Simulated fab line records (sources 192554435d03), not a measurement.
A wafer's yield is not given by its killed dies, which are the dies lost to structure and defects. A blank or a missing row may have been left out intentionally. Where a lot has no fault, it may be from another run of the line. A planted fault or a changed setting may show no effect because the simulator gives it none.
Struck lot and sound lot, side by side || flow n5-finfet || 37 out of 1938 route steps
Sound: the wafers L721.1, L721.2, L721.5. Struck: wafers L731.1, L731.2, L731.3. The cause is given at the end.
For every step that has rows: the tool of each side, followed by ch and its chambers, followed by its first start. Under that, the readings that differ: sound wafers || struck wafers || difference of the means || sigmas: that difference in standard deviations of wafers without a fault.
alike: same words and numbers on both sides, and readings whose means sit less than 2 such deviations apart. not compared: any withheld reading, any reading some wafer has no value for, any bound like >300 that may hide the same value, and any number with overlapping values for which the record gives no deviation.
A row with sigmas, a row that says differs or no value, or rows on one side alone: a step with any of these is where the two part. When numbers do not overlap yet have no deviation, they are printed without sigmas and do not part them. A reading that every wafer of one side lacks parts them only if that side has two wafers or more.

first, 9 steps without rows for these wafers: N5_STI_FIN_REVEAL_STRIP_35 (strips Si3N4 in H3PO4, target depth 4 nm, time 39 s); N5_STI_FIN_REVEAL_SRD_21 (time 30 s); N5_STI_FIN_REVEAL_OXIDATION_33 (chemistry O2 PLASMA REMOTE, time 20 s); N5_STI_FIN_REVEAL_CLEAN_19 (cleans in O3/DIW, time 120 s); N5_STI_FIN_REVEAL_SRD_23 (time 30 s); N5_STI_FIN_REVEAL_PRECLEAN_18 (cleans in SC2, time 45 s); N5_STI_FIN_REVEAL_SRD_28 (time 30 s); N5_DUMMY_GATE_PRECLEAN_00 (cleans in O3/DIW, time 60 s); N5_DUMMY_GATE_SRD_01 (time 30 s).
N5_DUMMY_GATE_ALD_02: deposits SiO2, target thk 2 nm, pulse time 1 s.
  sound on ald-sin-01 ch 1,2,3, day 2 20:44; struck on ald-sin-01 ch 0,1,3, day 5 08:38
{"reading": "model.SiO2_of_DUMMY_GATE_ALD_02.thk-nm (nm)", "sound": "2 2 2", "struck": "2.4 2.4 2.4", "difference": "+0.4", "sigmas": ""}
  alike: heater-power-outer-w, heater-power-w, precursor-pulse-height-rel
then, 24 steps without rows for these wafers: N5_DUMMY_GATE_CVD_03 (deposits a-Si from SiH4, target thk 150 nm, time 8042 s); N5_DUMMY_GATE_PRECLEAN_46 (cleans in DIW, time 89.5 s); N5_DUMMY_GATE_SRD_47 (dry time 32 s); N5_DUMMY_GATE_CMP_04 (polishes a-Si); N5_DUMMY_GATE_HM_DEP_06 (deposits SiNx from DCS/NH3, target thk 80 nm, time 5141 s); N5_DUMMY_GATE_PECVD_30 (deposits SiO2 from TEOS/O2, target thk 55 nm, time 10.8 s); N5_DUMMY_GATE_COAT_34 (time 60 s, resist thk 60 nm); N5_DUMMY_GATE_COAT_35 (time 60 s, resist thk 10 nm); N5_DUMMY_GATE_COAT_28 (time 60 s, resist thk 10 nm); N5_DUMMY_GATE_COAT_09 (resist thk 30 nm); N5_DUMMY_GATE_EBR_11; N5_DUMMY_GATE_SOFTBAKE_10 (time 60 s); N5_DUMMY_GATE_EXPOSE_12 (exposes mask GATE, target cd 25 nm); N5_DUMMY_GATE_PEB_13 (peb time 60 s); N5_DUMMY_GATE_DEVELOP_14 (develop time 30 s); N5_DUMMY_GATE_DESCUM_20 (chemistry O2, time 6.2 s); N5_DUMMY_GATE_ETCH_29 (etches underlayer in N2/H2, target depth 13 nm); N5_DUMMY_GATE_ETCH_36 (etches SiARC in CF4, target depth 13 nm); N5_DUMMY_GATE_ETCH_37 (etches SOC in N2/H2, target depth 60 nm, overetch 30 nm); N5_DUMMY_GATE_STRIP_38 (strips in N2/H2); N5_DUMMY_GATE_STRIP_39 (strips in N2/H2); N5_DUMMY_GATE_TRIM_49 (chemistry O2, time 29 s, target cd 14 nm); N5_DUMMY_GATE_STRIP_40 (strips in CF4); N5_DUMMY_GATE_ETCH_31 (etches SiO2 in C4F6/O2, target depth 82.5 nm, time 27.5 s).
N5_DUMMY_GATE_ETCH_44: etches poly-Si in HBr/O2, stops on SiO2, target depth 127.5 nm.
  sound on rie-si-01 ch 0,3, day 3 06:25; struck on rie-si-05 ch 0,1,2, day 5 18:19
{"reading": "model.SiO2_of_DUMMY_GATE_ALD_02.thk-nm (nm)", "sound": "2 2 2", "struck": "2.4 2.4 2.4", "difference": "+0.4", "sigmas": ""}
  alike: drypump-motor-current-A, he-backside-leak-sccm, oes-product-au, rf-fwd-power-W, throttle-valve-pct
  not compared: rf-hours-counter-h
-- a jump in the record: the struck wafers' starts before and after are 6 days apart (it breaks off in module DUMMY_GATE and resumes in module BEOL_M4, where the first step shown is number 1111 of the route) --
N5_BEOL_M4_RC_MEAS_101:
  sound on prober-01 ch 0, day 9 00:08; struck on prober-01 ch 0, day 11 23:22
  alike: DIBL_N, DIBL_P, IOFF_N, IOFF_P, ION_N, ION_P, SS_N, SS_P, VT_N, VT_P
-- here the record skips 4 days between the struck wafers' starts before and after, leaving off in module BEOL_M4 and picking up in module PASSIVATION (first step shown: number 1936 of the route) --
N5_PASSIVATION_PROBE_49:
  struck on prober-02, day 16 10:18; sound on prober-01, day 13 14:53
  alike: defect-limited-yield, killed_at_M0_to_M3, killed_at_M4_up, killed-at-contacts, killed-at-front-end, killed-at-other, killed-dies, killed-open, killed-short, sort_bin_5_function, sort_bin_6_memory, sort-n-pass, sort-yield-pct

## WHERE THEY PART
Nowhere in this record.

WHY: what the simulator had put in
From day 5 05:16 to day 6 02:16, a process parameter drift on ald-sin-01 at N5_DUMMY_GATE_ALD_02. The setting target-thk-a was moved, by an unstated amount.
